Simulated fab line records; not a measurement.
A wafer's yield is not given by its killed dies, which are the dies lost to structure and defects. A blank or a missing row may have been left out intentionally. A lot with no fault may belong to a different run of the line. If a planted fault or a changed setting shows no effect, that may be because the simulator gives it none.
fab line records	flow n5Finfet
record lots=11	wafers=32	lastDay=18
route steps=1938 shown PMOS_HMC_CHANNEL_EPI@87 BEOL_M4@1095 PASSIVATION@1936
lots with no fault: from the same line, run without faults
startH: start of the lot's first displayed wafer, in hours after the record's first day	waitH: how many hours have passed since the lot's step before this one	" identical to the entry in the row above	L1.1+2: a single row standing in for several wafers	- either no value or no given start	* or withheld: withheld	< > ~ a bound
route shown NAME@n: NAME is a module with steps in the file, n the number in the route of the first one	usual: average and standard deviation across the fault-free wafers	same: alike in all rows	chamber/n: place in a boat	sites: each site's reading	_std_site: how widely they spread, as a standard deviation	_edge_site: mean of outer sites minus mean of inner sites	radiusMm: for every site, how far away it sits from the centre of the wafer	mask NAME#n: copy n	behind: tool/chamber where the wafer was last shaped	hold: reason for holding the lot/hours on hold/outcome of the hold	device: the n, p or np transistor that did not switch	end of line: tests run on the same wafers once the route is complete	a step without rows: its recipe alone	killed: at the first sort, the dies lost to defects and structure; wafer yield is something else	map: the dies of a wafer, with x for killed, . for not killed, _ for no die there
set.NAME: the setting that was run; set.NAME@STEP: the one run at that earlier step	model.NAME: the simulator's own value behind a step, which no gauge read
steps of the route over a sample of lots; a table a step, a row a wafer
services: the hour from which a tool's chamber was out of use, counted from the record's first day as startH (under 0 if before that day), plus the number of hours and why
## steps
# step N5_PMOS_HMC_CHANNEL_EPI_EPI_26
# recipe material=Si	targetThkA=38	tempC=650	precursor=SiH4/H2	pressureTorr=20	timeS=22.7
# usual throttleValvePct=11.4/0.31
lot.wafer	tool	chamber	startH	waitH	throttleValvePct
L723.1	epiRpcvd-03	0	20.49	0.0	11.2
L723.3	"	0	"	"	11.1
L723.5	"	0	"	"	10.9
L724.3	epiRpcvd-01	0	25.90	0.1	11.3
L724.4	"	0	"	"	11.4
L724.6	"	0	"	"	11.2
L725.1	epiRpcvd-01	0	31.65	0.0	11.2
L725.3	"	0	"	"	11.4
L725.6	"	0	"	"	11.4
L726.1	epiRpcvd-01	0	39.16	0.0	11.1
L726.3	"	0	"	"	11.2
L726.5	"	0	"	"	11.2
L730.2	epiRpcvd-02	0	68.42	0.1	11.9
L730.4	"	0	"	"	11.9
L730.5	"	0	"	"	11.8
L734.3	epiRpcvd-02	0	86.16	0.2	11.5
L734.5	"	0	"	"	12.0
L737.2	epiRpcvd-03	0	103.81	0.1	11.2
L737.3	"	0	"	"	11.1
L737.5	"	0	"	"	11.3
L741.2	epiRpcvd-01	0	127.88	0.1	11.4
L741.5	"	0	"	"	11.2
L741.6	"	0	"	"	11.2
L743.4	epiRpcvd-03	0	140.66	0.2	11.3
L743.5	"	0	"	"	11.4
L743.6	"	0	"	"	11.3
L745.1	epiRpcvd-02	0	151.88	0.0	12.0
L745.2	"	0	"	"	12.1
L745.3	"	0	"	"	11.6
L746.1	epiRpcvd-01	0	160.14	0.0	11.3
L746.4	"	0	"	"	11.1
L746.5	"	0	"	"	11.3
# step N5_BEOL_M4_ANNEAL_91
# recipe tempC=400	timeS=240	ambient=vacuum
# usual heaterPowerW=837/55
lot.wafer	tool	chamber	startH	waitH	heaterPowerW
L723.1	pvdSputter-02	-	181.55	0.0	776
L723.3	"	-	"	"	896
L723.5	"	-	"	"	836
L724.3	pvdSputter-01	-	181.68	0.0	829
L724.4	"	-	"	"	833
L724.6	"	-	"	"	835
L725.1	pvdSputter-01	-	196.22	0.0	738
L725.3	"	-	"	"	855
L725.6	"	-	"	"	817
L726.1	pvdSputter-02	-	196.62	0.0	775
L726.3	"	-	"	"	831
L726.5	"	-	"	"	835
L730.2	pvdSputter-03	-	224.64	0.0	916
L730.4	"	-	"	"	833
L730.5	"	-	"	"	834
L734.3	pvdSputter-02	-	249.53	0.0	813
L734.5	"	-	"	"	841
L737.2	pvdSputter-02	-	253.61	0.0	826
L737.3	"	-	"	"	914
L737.5	"	-	"	"	882
L741.2	pvdSputter-02	-	281.81	0.0	898
L741.5	"	-	"	"	822
L741.6	"	-	"	"	812
L743.4	pvdSputter-02	-	301.14	0.0	776
L743.5	"	-	"	"	836
L743.6	"	-	"	"	832
L746.1	pvdSputter-02	-	324.29	0.0	836
L746.4	"	-	"	"	909
L746.5	"	-	"	"	755
L745.1	pvdSputter-01	-	325.25	0.0	753
L745.2	"	-	"	"	813
L745.3	"	-	"	"	928
# step N5_BEOL_M4_SPUTTER_92
# recipe material=Cu	targetThkA=45	tempC=-20	chamberPressurePa=0.07	powerW=withheld	timeS=8.29
# usual throttleValvePct=30.6/0.74
lot.wafer	tool	chamber	startH	waitH	throttleValvePct
L723.1	pvdSputter-02	-	181.69	0.1	29.7
L723.3	"	-	"	"	30.1
L723.5	"	-	"	"	30.4
L724.3	pvdSputter-01	-	181.82	0.1	31.3
L724.4	"	-	"	"	30.5
L724.6	"	-	"	"	31.4
L725.1	pvdSputter-01	-	196.36	0.1	31.7
L725.3	"	-	"	"	30.3
L725.6	"	-	"	"	31.2
L726.1	pvdSputter-02	-	196.76	0.1	29.9
L726.3	"	-	"	"	30.5
L726.5	"	-	"	"	30.8
L730.2	pvdSputter-03	-	224.78	0.1	31.9
L730.4	"	-	"	"	29.1
L730.5	"	-	"	"	29.1
L734.3	pvdSputter-02	-	249.67	0.1	30.6
L734.5	"	-	"	"	30.7
L737.2	pvdSputter-02	-	253.75	0.1	30.6
L737.3	"	-	"	"	30.5
L737.5	"	-	"	"	30.3
L741.2	pvdSputter-02	-	281.95	0.1	30.8
L741.5	"	-	"	"	30.3
L741.6	"	-	"	"	30.6
L743.4	pvdSputter-02	-	301.28	0.1	29.7
L743.5	"	-	"	"	30.7
L743.6	"	-	"	"	30.4
L746.1	pvdSputter-02	-	324.43	0.1	30.8
L746.4	"	-	"	"	30.6
L746.5	"	-	"	"	29.9
L745.1	pvdSputter-01	-	325.39	0.1	31.8
L745.2	"	-	"	"	31.2
L745.3	"	-	"	"	30.0
# step N5_BEOL_M4_RS_MEAS_58
# recipe thkMeasGauge=four-point-probe	reads=Co_of_BEOL_M4_CO_CAP_55+Cu_of_BEOL_M4_ECD_50+Co_of_BEOL_M4_CVD_47+TaN_of_BEOL_M4_ALD_84
# usual M4_RS=0.65/0.036
lot.wafer	tool	chamber	startH	waitH	M4_RS[ohm/sq]
L723.1	filmMetro-02	-	183.43	0.0	0.65
L723.3	"	-	"	"	0.66
L723.5	"	-	"	"	0.71
L724.3	filmMetro-02	-	183.54	0.1	0.67
L724.4	"	-	"	"	0.67
L724.6	"	-	"	"	0.63
L725.1	filmMetro-02	-	197.92	0.0	0.62
L725.3	"	-	"	"	0.65
L725.6	"	-	"	"	0.65
L726.1	filmMetro-02	-	198.24	0.0	0.64
L726.3	"	-	"	"	0.67
L726.5	"	-	"	"	0.71
L730.2	filmMetro-02	-	226.32	0.1	0.68
L730.4	"	-	"	"	0.65
L730.5	"	-	"	"	0.67
L734.3	filmMetro-02	-	251.16	0.1	0.70
L734.5	"	-	"	"	0.74
L737.2	filmMetro-02	-	255.32	0.1	0.61
L737.3	"	-	"	"	0.66
L737.5	"	-	"	"	0.70
L741.2	filmMetro-02	-	283.54	0.1	0.64
L741.5	"	-	"	"	0.61
L741.6	"	-	"	"	0.69
L743.4	filmMetro-02	-	302.83	0.1	0.63
L743.5	"	-	"	"	0.60
L743.6	"	-	"	"	0.66
L746.1	filmMetro-02	-	325.98	0.1	0.63
L746.4	"	-	"	"	0.77
L746.5	"	-	"	"	0.66
L745.1	filmMetro-01	-	327.26	0.0	0.69
L745.2	"	-	"	"	0.67
L745.3	"	-	"	"	0.68
# step N5_BEOL_M4_RC_MEAS_101
# usual CJ_N=4.41/0.11	DIBL_N=35.4/2.1	DIBL_P=34.8/2.6	IOFF_N=0.15/0.037	IOFF_P=0.19/0.037	ION_N=677/16	ION_P=462/9.3	SS_N=71.4/0.75	SS_P=72.9/0.77	VT_N=250/3.7	VT_P=-251/3.5
lot.wafer	tool	chamber	startH	waitH	CJ_N	DIBL_N[mV/V]	DIBL_P[mV/V]	IOFF_N[nA/um]	IOFF_P[nA/um]	ION_N[uA/um]	ION_P[uA/um]	SS_N[mV/dec]	SS_P[mV/dec]	VT_N[mV]	VT_P[mV]
L723.1	prober-01	0	183.49	0.0	4.39	35.6	34.3	0.13	0.14	654	441	71.5	72.4	255	-257
L723.3	"	0	"	"	4.53	39.3	38.9	0.22	0.20	684	455	73.0	73.8	247	-256
L723.5	"	0	"	"	4.57	37.9	37.1	0.19	0.18	686	455	72.5	73.3	249	-254
L724.3	prober-02	0	183.90	0.3	4.48	34.8	32.0	0.13	0.19	679	472	70.9	72.6	250	-248
L724.4	"	0	"	"	4.54	35.0	32.7	0.14	0.20	682	478	71.0	72.5	249	-250
L724.6	"	0	"	"	4.54	33.1	30.1	0.11	0.17	672	470	70.0	72.6	253	-251
L725.1	prober-01	0	197.97	0.0	4.38	35.3	35.4	0.15	0.19	690	464	71.8	73.3	245	-253
L725.3	"	0	"	"	4.35	36.9	36.0	0.16	0.18	677	453	71.4	72.7	250	-255
L725.6	"	0	"	"	4.42	31.4	29.3	0.09	0.12	657	449	70.0	71.3	256	-259
L726.1	prober-02	0	198.45	0.2	4.36	34.7	35.4	0.15	0.18	697	463	70.7	72.6	249	-256
L726.3	"	0	"	"	4.27	31.1	31.0	0.09	0.13	665	461	70.3	71.1	256	-256
L726.5	"	0	"	"	4.37	35.3	35.7	0.14	0.19	679	464	71.1	72.5	249	-252
L730.2	prober-01	0	226.99	0.6	4.29	35.8	35.1	0.16	0.19	697	474	71.5	72.5	246	-249
L730.4	"	0	"	"	4.34	36.6	34.8	0.16	0.19	688	464	71.2	73.1	247	-251
L730.5	"	0	"	"	4.02	36.8	36.2	0.16	0.19	692	466	71.2	72.9	247	-252
L734.3	prober-02	0	251.52	0.3	4.02	34.5	34.7	0.13	0.16	662	450	71.4	72.0	251	-255
L734.5	"	0	"	"	3.96	39.6	41.7	0.25	0.30	714	476	72.6	74.4	242	-244
L737.2	prober-01	0	255.53	0.2	4.34	33.4	32.6	0.11	0.17	661	455	71.3	72.1	254	-250
L737.3	"	0	"	"	4.37	32.9	31.6	0.10	0.15	643	453	70.7	72.0	260	-253
L737.5	"	0	"	"	4.32	36.4	34.9	0.15	0.20	652	452	72.4	72.8	253	-249
L741.2	prober-01	0	283.74	0.2	4.39	33.2	32.4	0.11	0.15	670	451	70.2	72.3	255	-254
L741.5	"	0	"	"	4.40	36.7	37.0	0.16	0.20	692	469	71.6	73.0	251	-251
L741.6	"	0	"	"	4.34	34.9	35.9	0.14	0.20	669	463	70.1	73.3	251	-251
L743.4	prober-01	0	303.34	0.5	4.49	35.9	34.1	0.13	0.15	656	449	71.6	72.8	255	-254
L743.5	"	0	"	"	4.54	39.2	39.1	0.20	0.22	709	469	72.2	74.6	245	-253
L743.6	"	0	"	"	4.53	35.8	33.8	0.13	0.14	668	445	71.5	73.2	254	-261
L746.1	prober-02	0	326.03	0.0	4.41	38.0	40.0	0.22	0.26	710	477	72.6	73.7	242	-247
L746.4	"	0	"	"	4.53	36.1	37.1	0.18	0.23	701	476	71.7	73.3	247	-250
L746.5	"	0	"	"	4.51	36.0	36.9	0.17	0.21	689	467	71.4	73.6	246	-250
L745.1	prober-01	0	327.31	0.0	4.49	35.5	35.0	0.15	0.23	676	468	71.7	73.1	254	-243
L745.2	"	0	"	"	4.44	32.7	31.9	0.11	0.18	672	472	70.3	71.7	254	-247
L745.3	"	0	"	"	4.21	35.4	36.6	0.16	0.25	688	474	71.5	72.9	249	-244
# step N5_PASSIVATION_PROBE_49
# usual defectLimitedYield=90.5/1.7	killed_at_M0_to_M3=37/12	killed_at_M4_up=14/5.2	killedAtContacts=12/5.9	killedAtFrontEnd=45/14	killedAtOther=3.5/2.8	killedDies=112/21	killedOpen=73/15	killedShort=36/8.9	sort_bin_5_function=5.6/1.2	sort_bin_6_memory=3.5/0.68	sort_bin_8_speed=0.01/0.1	sortNPass=1068/21	sortYieldPct=90.5/1.8
# same grossDies=1180	killedAtBackSide=0	sort_bin_4_leakage[%]=0
lot.wafer	tool	chamber	startH	waitH	defectLimitedYield[%]	killed_at_M0_to_M3	killed_at_M4_up	killedAtContacts	killedAtFrontEnd	killedAtOther	killedDies	killedOpen	killedShort	sort_bin_5_function[%]	sort_bin_6_memory[%]	sort_bin_8_speed[%]	sortNPass	sortYieldPct[%]
L723.1	prober-01	-	294.41	0.0	88.6	46	10	20	49	9	134	92	36	6.6	4.1	0	1046	88.6
L723.3	prober-01	-	294.51	0.1	88.5	43	6	26	60	1	136	88	44	7.3	4.0	0	1044	88.5
L723.5	prober-01	-	294.61	0.2	89.2	52	11	21	41	3	128	93	35	6.4	4.0	0	1052	89.2
L724.3	prober-02	-	301.02	0.1	91.2	26	22	7	48	1	104	55	46	5.2	3.2	0	1076	91.2
L724.4	prober-02	-	301.07	0.2	91.2	32	22	3	46	1	104	58	43	4.3	4.2	0	1076	91.2
L724.6	prober-02	-	301.17	0.3	93.1	25	18	4	30	4	81	50	30	3.8	2.7	0	1099	93.1
L726.1	prober-01	-	307.87	0.0	92.2	23	9	12	42	6	92	58	31	4.3	2.8	0	1088	92.2
L726.3	prober-01	-	307.97	0.1	91.9	34	14	15	32	0	95	55	37	5.3	2.4	0	1085	91.9
L726.5	prober-01	-	308.07	0.2	90.4	38	18	17	34	6	113	78	28	5.3	3.8	0	1067	90.4
L725.1	prober-01	-	308.17	0.1	92.2	25	14	17	31	5	92	61	29	5.7	2.0	0	1088	92.2
L725.3	prober-01	-	308.27	0.2	91.7	26	5	11	53	3	98	64	33	4.2	3.6	0	1082	91.7
L725.6	prober-01	-	308.42	0.3	91.3	29	16	13	43	2	103	63	39	5.7	2.8	0	1077	91.3
L730.2	prober-02	-	336.67	0.1	90.4	32	22	13	43	3	113	76	29	5.7	3.7	0	1067	90.4
L730.4	prober-02	-	336.77	0.2	89.7	29	13	19	58	3	122	79	37	6.7	3.6	0	1058	89.7
L730.5	prober-02	-	336.82	0.2	92.5	37	9	7	33	2	88	61	22	4.7	2.4	0	1092	92.5
L734.3	prober-02	-	361.18	0.1	89.3	26	11	10	75	4	126	84	38	6.9	3.6	0	1054	89.3
L734.5	prober-02	-	361.28	0.2	89.4	40	19	13	49	4	125	92	31	6.4	3.9	0	1055	89.4
L737.2	prober-02	-	367.76	0.1	88.8	32	13	7	72	8	132	84	46	7.0	3.8	0	1048	88.8
L737.3	prober-02	-	367.81	0.1	90.0	37	12	3	65	1	118	76	42	6.1	3.7	0.08	1061	89.9
L737.5	prober-02	-	367.91	0.2	86.6	47	15	11	82	3	158	110	47	8.2	4.6	0	1022	86.6
L741.2	prober-01	-	391.50	0.1	85.4	60	12	18	77	5	172	114	54	10.0	4.2	0	1008	85.4
L741.5	prober-01	-	391.65	0.2	87.5	52	9	18	65	4	148	97	49	7.8	4.2	0	1032	87.5
L741.6	prober-01	-	391.70	0.3	89.6	38	12	12	57	4	123	78	39	6.2	3.9	0	1057	89.6
L743.4	prober-01	-	402.14	0.2	91.7	26	14	9	46	3	98	63	34	4.9	2.9	0	1082	91.7
L743.5	prober-01	-	402.19	0.2	92.2	29	21	5	33	4	92	57	32	5.1	2.5	0	1088	92.2
L743.6	prober-01	-	402.24	0.3	92.4	23	11	11	40	5	90	61	26	4.4	3.1	0	1090	92.4
L745.1	prober-01	-	436.39	0.0	91.9	48	15	8	23	1	95	51	40	4.7	3.1	0.08	1085	91.9
L745.2	prober-01	-	436.44	0.1	94.8	18	12	11	18	2	61	39	21	3.2	1.6	0	1119	94.8
L745.3	prober-01	-	436.49	0.1	91.9	43	11	7	32	2	95	66	26	4.7	2.8	0	1085	91.9
L746.1	prober-01	-	438.05	0.0	91.9	35	9	10	37	4	95	54	35	4.7	3.1	0	1085	91.9
L746.4	prober-01	-	438.20	0.2	88.6	61	18	15	40	0	134	86	42	6.6	4.1	0	1046	88.6
L746.5	prober-01	-	438.25	0.2	94.7	13	11	6	29	3	62	43	17	3.0	2.2	0	1118	94.7
# killed by level:class
L723.1 MOL_CONTACT_COAG:geometricParticle:open=16 BEOL_M3:geometricParticle:open=14 STI_FIN_REVEAL:geometricParticle:open=9 BEOL_M0_SAQP:geometricParticle:open=9 ILD0:geometricParticle:open=8 BEOL_M2:geometricParticle:open=8 FIN_SAQP:geometricParticle:open=7 BEOL_M0_SAQP:geometricParticle:short=6
L723.3 MOL_CONTACT_COAG:geometricParticle:open=19 BEOL_M0_SAQP:geometricParticle:short=18 FIN_SAQP:geometricParticle:open=16 STI_FIN_REVEAL:geometricParticle:open=11 BEOL_M0_SAQP:geometricParticle:open=11 DUMMY_GATE:geometricParticle:open=7 MOL_CONTACT_COAG:geometricParticle:short=7 BEOL_M2:geometricParticle:open=5
L723.5 MOL_CONTACT_COAG:geometricParticle:open=19 BEOL_M3:geometricParticle:open=14 STI_FIN_REVEAL:geometricParticle:open=11 BEOL_M2:geometricParticle:open=10 BEOL_M0_SAQP:geometricParticle:short=9 BEOL_M0_SAQP:geometricParticle:open=8 DUMMY_GATE:geometricParticle:open=6 FIN_SAQP:geometricParticle:open=5
L724.3 BEOL_M0_SAQP:geometricParticle:short=8 FIN_SAQP:geometricParticle:short=7 STI_FIN_REVEAL:geometricParticle:open=7 GATE_CUT:geometricParticle:short=7 FIN_SAQP:geometricParticle:open=6 STI_FIN_REVEAL:geometricParticle:short=5 DUMMY_GATE:geometricParticle:open=5 BEOL_M4:geometricParticle:open=5
L724.4 FIN_SAQP:geometricParticle:short=10 BEOL_M3:geometricParticle:open=9 STI_FIN_REVEAL:geometricParticle:open=8 BEOL_M1:geometricParticle:open=6 FIN_SAQP:geometricParticle:open=5 GATE_CUT:geometricParticle:short=5 GATE_CUT:geometricParticle:open=4 BEOL_M0_SAQP:geometricParticle:short=4
L724.6 BEOL_M2:geometricParticle:open=13 BEOL_M4:geometricParticle:open=8 FIN_SAQP:geometricParticle:short=5 FIN_SAQP:geometricParticle:open=4 ILD0:geometricParticle:short=4 GATE_CUT:geometricParticle:short=4 BEOL_M3:geometricParticle:short=4 STARTING-WAFER:geometricParticle:open=4
L726.1 MOL_CONTACT_COAG:geometricParticle:open=11 DUMMY_GATE:geometricParticle:open=7 FIN_SAQP:geometricParticle:open=5 STI_FIN_REVEAL:geometricParticle:open=5 GATE_CUT:geometricParticle:open=5 GATE_CUT:geometricParticle:short=5 BEOL_M0_SAQP:geometricParticle:open=5 FIN_SAQP:geometricParticle:short=4
L726.3 MOL_CONTACT_COAG:geometricParticle:open=11 BEOL_M0_SAQP:geometricParticle:short=9 BEOL_M0_SAQP:geometricParticle:open=7 BEOL_M4:geometricParticle:open=7 ILD0:geometricParticle:short=6 FIN_SAQP:geometricParticle:short=5 STI_FIN_REVEAL:geometricParticle:open=5 BEOL_M1:geometricParticle:open=5
L726.5 MOL_CONTACT_COAG:geometricParticle:open=15 BEOL_M0_SAQP:geometricParticle:open=10 BEOL_M2:geometricParticle:open=7 STI_FIN_REVEAL:geometricParticle:open=6 DUMMY_GATE:geometricParticle:open=6 BEOL_M0_SAQP:geometricParticle:short=6 BEOL_M3:geometricParticle:open=5 PAD_METAL:geometricParticle:open=5
L725.1 MOL_CONTACT_COAG:geometricParticle:open=15 FIN_SAQP:geometricParticle:open=9 FIN_SAQP:geometricParticle:short=8 BEOL_M0_SAQP:geometricParticle:open=6 STI_FIN_REVEAL:geometricParticle:open=6 BEOL_M0_SAQP:geometricParticle:short=6 BEOL_M3:geometricParticle:open=6 BEOL_M4:geometricParticle:open=6
L725.3 FIN_SAQP:geometricParticle:short=9 FIN_SAQP:geometricParticle:open=9 MOL_CONTACT_COAG:geometricParticle:open=9 GATE_CUT:geometricParticle:short=8 BEOL_M1:geometricParticle:open=8 STI_FIN_REVEAL:geometricParticle:open=6 GATE_CUT:geometricParticle:open=5 BEOL_M0_SAQP:geometricParticle:open=5
L725.6 STI_FIN_REVEAL:geometricParticle:open=14 MOL_CONTACT_COAG:geometricParticle:open=9 BEOL_M3:geometricParticle:open=8 BEOL_M0_SAQP:geometricParticle:short=7 FIN_SAQP:geometricParticle:short=6 FIN_SAQP:geometricParticle:open=5 BEOL_M2:geometricParticle:open=5 BEOL_M4:geometricParticle:short=5
L730.2 STI_FIN_REVEAL:geometricParticle:open=20 MOL_CONTACT_COAG:geometricParticle:open=11 BEOL_M0_SAQP:geometricParticle:short=8 BEOL_M0_SAQP:geometricParticle:open=7 BEOL_M4:geometricParticle:open=7 DUMMY_GATE:geometricParticle:open=5 GATE_CUT:geometricParticle:short=5 BEOL_M1:geometricParticle:open=4
L730.4 STI_FIN_REVEAL:geometricParticle:open=19 FIN_SAQP:geometricParticle:open=14 MOL_CONTACT_COAG:geometricParticle:open=11 FIN_SAQP:geometricParticle:short=8 BEOL_M3:geometricParticle:open=8 MOL_CONTACT_COAG:geometricParticle:short=7 DUMMY_GATE:geometricParticle:open=5 BEOL_M0_SAQP:geometricParticle:short=5
L730.5 FIN_SAQP:geometricParticle:open=12 BEOL_M0_SAQP:geometricParticle:open=7 BEOL_M0:geometricParticle:open=7 BEOL_M2:geometricParticle:open=5 BEOL_M3:geometricParticle:open=5 DUMMY_GATE:geometricParticle:open=4 GATE_CUT:geometricParticle:short=4 BEOL_M0_SAQP:geometricParticle:short=4
L734.3 STI_FIN_REVEAL:geometricParticle:open=23 GATE_CUT:geometricParticle:short=11 FIN_SAQP:geometricParticle:open=9 BEOL_M2:geometricParticle:open=9 MOL_CONTACT_COAG:geometricParticle:open=8 BEOL_M0_SAQP:geometricParticle:open=7 FIN_SAQP:geometricParticle:short=6 GATE_CUT:geometricParticle:open=6
L734.5 BEOL_M2:geometricParticle:open=20 MOL_CONTACT_COAG:geometricParticle:open=11 BEOL_M0_SAQP:geometricParticle:open=10 FIN_SAQP:geometricParticle:open=9 FIN_SAQP:geometricParticle:short=9 BEOL_M4:geometricParticle:open=9 STI_FIN_REVEAL:geometricParticle:open=5 DUMMY_GATE:geometricParticle:open=4
L737.2 FIN_SAQP:geometricParticle:open=17 GATE_CUT:geometricParticle:short=14 STI_FIN_REVEAL:geometricParticle:open=14 BEOL_M2:geometricParticle:open=11 GATE_CUT:geometricParticle:open=9 BEOL_M0_SAQP:geometricParticle:short=9 BEOL_M4:geometricParticle:open=7 STI_FIN_REVEAL:geometricParticle:short=7
L737.3 FIN_SAQP:geometricParticle:open=19 STI_FIN_REVEAL:geometricParticle:open=13 FIN_SAQP:geometricParticle:short=10 BEOL_M0_SAQP:geometricParticle:short=7 BEOL_M0_SAQP:geometricParticle:open=6 BEOL_M2:geometricParticle:open=6 BEOL_M3:geometricParticle:open=6 BEOL_M5:geometricParticle:open=6
L737.5 STI_FIN_REVEAL:geometricParticle:open=23 FIN_SAQP:geometricParticle:open=19 BEOL_M0_SAQP:geometricParticle:open=14 MOL_CONTACT_COAG:geometricParticle:open=10 BEOL_M0_SAQP:geometricParticle:short=9 DUMMY_GATE:geometricParticle:open=8 BEOL_M2:geometricParticle:open=8 BEOL_M4:geometricParticle:open=7
L741.2 STI_FIN_REVEAL:geometricParticle:open=40 BEOL_M3:geometricParticle:open=15 BEOL_M0_SAQP:geometricParticle:short=14 MOL_CONTACT_COAG:geometricParticle:open=13 BEOL_M0_SAQP:geometricParticle:open=11 FIN_SAQP:geometricParticle:short=9 STI_FIN_REVEAL:geometricParticle:short=6 GATE_CUT:geometricParticle:short=6
L741.5 STI_FIN_REVEAL:geometricParticle:open=28 BEOL_M0_SAQP:geometricParticle:short=17 MOL_CONTACT_COAG:geometricParticle:open=15 BEOL_M0_SAQP:geometricParticle:open=13 FIN_SAQP:geometricParticle:open=7 BEOL_M1:geometricParticle:open=7 FIN_SAQP:geometricParticle:short=6 STI_FIN_REVEAL:geometricParticle:short=6
L741.6 STI_FIN_REVEAL:geometricParticle:open=17 FIN_SAQP:geometricParticle:short=13 FIN_SAQP:geometricParticle:open=10 MOL_CONTACT_COAG:geometricParticle:open=9 BEOL_M0_SAQP:geometricParticle:short=9 BEOL_M0_SAQP:geometricParticle:open=9 BEOL_M2:geometricParticle:open=7 BEOL_M3:geometricParticle:open=7
L743.4 STI_FIN_REVEAL:geometricParticle:open=11 MOL_CONTACT_COAG:geometricParticle:open=8 BEOL_M0_SAQP:geometricParticle:open=7 BEOL_M4:geometricParticle:open=7 FIN_SAQP:geometricParticle:open=6 STARTING-WAFER:geometricParticle:short=6 STI_FIN_REVEAL:geometricParticle:short=4 BEOL_M0:geometricParticle:open=4
L743.5 STI_FIN_REVEAL:geometricParticle:open=8 BEOL_M0_SAQP:geometricParticle:open=7 GATE_CUT:geometricParticle:short=6 BEOL_M0_SAQP:geometricParticle:short=5 BEOL_M4:geometricParticle:open=5 BEOL_M5:geometricParticle:open=5 MOL_CONTACT_COAG:geometricParticle:open=4 STARTING-WAFER:geometricParticle:open=4
L743.6 STI_FIN_REVEAL:geometricParticle:open=10 MOL_CONTACT_COAG:geometricParticle:open=10 BEOL_M0:geometricParticle:open=7 DUMMY_GATE:geometricParticle:open=5 STI_FIN_REVEAL:geometricParticle:short=4 ILD0:geometricParticle:open=4 FIN_SAQP:geometricParticle:open=3 GATE_CUT:geometricParticle:open=3
L745.1 BEOL_M0_SAQP:geometricParticle:short=18 BEOL_M0_SAQP:geometricParticle:open=14 MOL_CONTACT_COAG:geometricParticle:open=7 BEOL_M3:geometricParticle:open=5 BEOL_M4:geometricParticle:open=5 FIN_SAQP:geometricParticle:short=4 BEOL_M2:geometricParticle:open=4 GATE_CUT:geometricParticle:short=3
L745.2 MOL_CONTACT_COAG:geometricParticle:open=8 FIN_SAQP:geometricParticle:short=7 BEOL_M4:geometricParticle:open=6 BEOL_M0_SAQP:geometricParticle:open=4 MOL_CONTACT_COAG:geometricParticle:short=3 BEOL_M0_SAQP:geometricParticle:short=3 BEOL_M3:geometricParticle:open=3 BEOL_M6:geometricParticle:open=3
L745.3 BEOL_M0_SAQP:geometricParticle:open=16 FIN_SAQP:geometricParticle:short=7 STI_FIN_REVEAL:geometricParticle:open=7 BEOL_M0_SAQP:geometricParticle:short=7 FIN_SAQP:geometricParticle:open=6 MOL_CONTACT_COAG:geometricParticle:open=6 DUMMY_GATE:geometricParticle:open=5 BEOL_M3:geometricParticle:open=5
L746.1 MOL_CONTACT_COAG:geometricParticle:open=8 BEOL_M0_SAQP:geometricParticle:short=8 FIN_SAQP:geometricParticle:short=6 DUMMY_GATE:geometricParticle:open=6 BEOL_M0_SAQP:geometricParticle:open=6 BEOL_M2:geometricParticle:open=6 DUMMY_GATE:geometricParticle:short=5 GATE_CUT:geometricParticle:short=5
L746.4 MOL_CONTACT_COAG:geometricParticle:open=13 BEOL_M0_SAQP:geometricParticle:short=12 BEOL_M2:geometricParticle:open=11 FIN_SAQP:geometricParticle:short=10 BEOL_M1:geometricParticle:open=8 FIN_SAQP:geometricParticle:open=7 BEOL_M0_SAQP:geometricParticle:open=6 BEOL_M0:geometricParticle:open=6
L746.5 STI_FIN_REVEAL:geometricParticle:short=5 STI_FIN_REVEAL:geometricParticle:open=5 MOL_CONTACT_COAG:geometricParticle:open=5 BEOL_M4:geometricParticle:open=5 FIN_SAQP:geometricParticle:open=4 STARTING-WAFER:geometricParticle:open=4 BEOL_M3:geometricParticle:open=3 DUMMY_GATE:geometricParticle:open=2
## services
tool	chamber	startH	hours	kind
pvdSputter-03	-	-1.44	2.9	repair
epiRpcvd-02	-	2.04	27.2	pm
pvdSputter-03	-	27.13	0.8	repair
epiRpcvd-03	-	34.83	6.0	pm
pvdSputter-01	-	40.99	3.0	repair
pvdSputter-02	-	43.93	8.0	repair
pvdSputter-02	-	52.54	8.4	repair
epiRpcvd-01	-	67.95	8.1	pm
pvdSputter-01	-	77.59	1.7	repair
epiRpcvd-01	-	77.84	0.6	repair
epiRpcvd-02	-	113.99	1.2	repair
pvdSputter-02	-	116.54	1.6	repair
epiRpcvd-01	-	118.65	2.8	pm
pvdSputter-01	-	137.28	15.4	repair
pvdSputter-02	-	288.91	7.9	repair
pvdSputter-02	-	303.50	6.2	repair
epiRpcvd-03	-	309.77	1.2	repair
## key
firstSign step=N5_BEOL_M4_RC_MEAS_101	reading=CJ_N	direction=down	sigmas=3.9	usual=4.41	struck=4.00
effect none on later readings
metAt N5_PMOS_HMC_CHANNEL_EPI_EPI_26
struckLots L730,L734
struckWafers L730.5,L734.3,L734.5
notActingAt N5_BEOL_M4_ANNEAL_91,N5_BEOL_M4_SPUTTER_92,N5_BEOL_M4_RS_MEAS_58
fault kind=processParameterDrift	tool=epiRpcvd-02	chamber=-	onsetH=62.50	steps=N5_PMOS_HMC_CHANNEL_EPI_EPI_26	channel=timeS	offset=*	shape=step	endH=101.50	scope=struckWafersOnly	actsIn=*	stated=*
